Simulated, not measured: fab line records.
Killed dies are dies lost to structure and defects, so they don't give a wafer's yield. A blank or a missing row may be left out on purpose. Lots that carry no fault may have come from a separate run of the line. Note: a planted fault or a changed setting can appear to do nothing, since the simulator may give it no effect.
Chamber matching ; flow nand_harc ; 4 sister chambers for NHARC_P_STI_DESCUM_14 on rie_diel-06
The step chemistry O2, time 3 s. 14 wafers are shown with their chamber, then 7 later ones without.

== WAFERS, EACH WITH ITS CHAMBER ==
wafer;chamber;drypump_motor_current_A (A);oes_product_au (a.u.);throttle_valve_pct (%)
L074.1;2;6.0;0.990;11.314
L074.3;0;5.3;0.999;11.321
L074.6;3;5.2;1.006;11.296
L075.1;1;5.8;0.988;11.313
L075.2;3;5.2;1.001;11.289
L075.5;0;5.3;0.990;11.315
L077.1;3;5.3;1.001;11.305
L077.2;2;6.0;0.975;11.314
L077.3;0;5.3;0.997;11.302
L079.3;2;6.0;0.969;11.310
L079.5;0;5.3;0.975;11.303
L079.6;2;6.0;0.979;11.321
L086.1;2;6.0;0.987;11.314
L086.5;2;6.0;0.988;11.305

SIGNATURES (averages over the wafers above)
reading;chamber 0;chamber 1;chamber 2;chamber 3;scatter within a chamber
drypump_motor_current_A;5.300;5.800;6.000;5.233;0.0258
oes_product_au;0.99025;0.98800;0.98133;1.00267;0.00849
throttle_valve_pct;11.31025;11.31300;11.31300;11.29667;0.00726
Rule: for each reading, subtract the chamber's mean from the wafer's reading, divide by that reading's scatter and square the result; add these up over the readings and take the root, which gives the wafer's distance from the chamber. The wafer belongs to the nearest chamber; if the next one is less than 2 further off, it can't be placed. How the scatter is found: for the shown wafers, subtract from each reading the mean of its chamber, square and add these, divide the total by (wafers less chambers), then take the root.

== WAFERS MISSING THEIR CHAMBER ==
wafer;drypump_motor_current_A (A);oes_product_au (a.u.);throttle_valve_pct (%)
L086.6;5.8;0.995;11.304
L087.1;5.4;0.993;11.310
L087.3;5.8;0.992;11.317
L087.6;6.0;0.999;11.316
L094.2;5.8;0.996;11.332
L094.4;6.0;0.989;11.315
L094.6;6.0;0.998;11.309

== CHAMBER TAKEN BY EACH ==
wafer;from the rows above;in truth
L086.6;1;1
L087.1;0;0
L087.3;1;1
L087.6;2;2
L094.2;1;1
L094.4;2;2
L094.6;2;2
Correctly placed: 7 of 7. From these rows, 0 cannot be placed. Wrongly placed: 0.
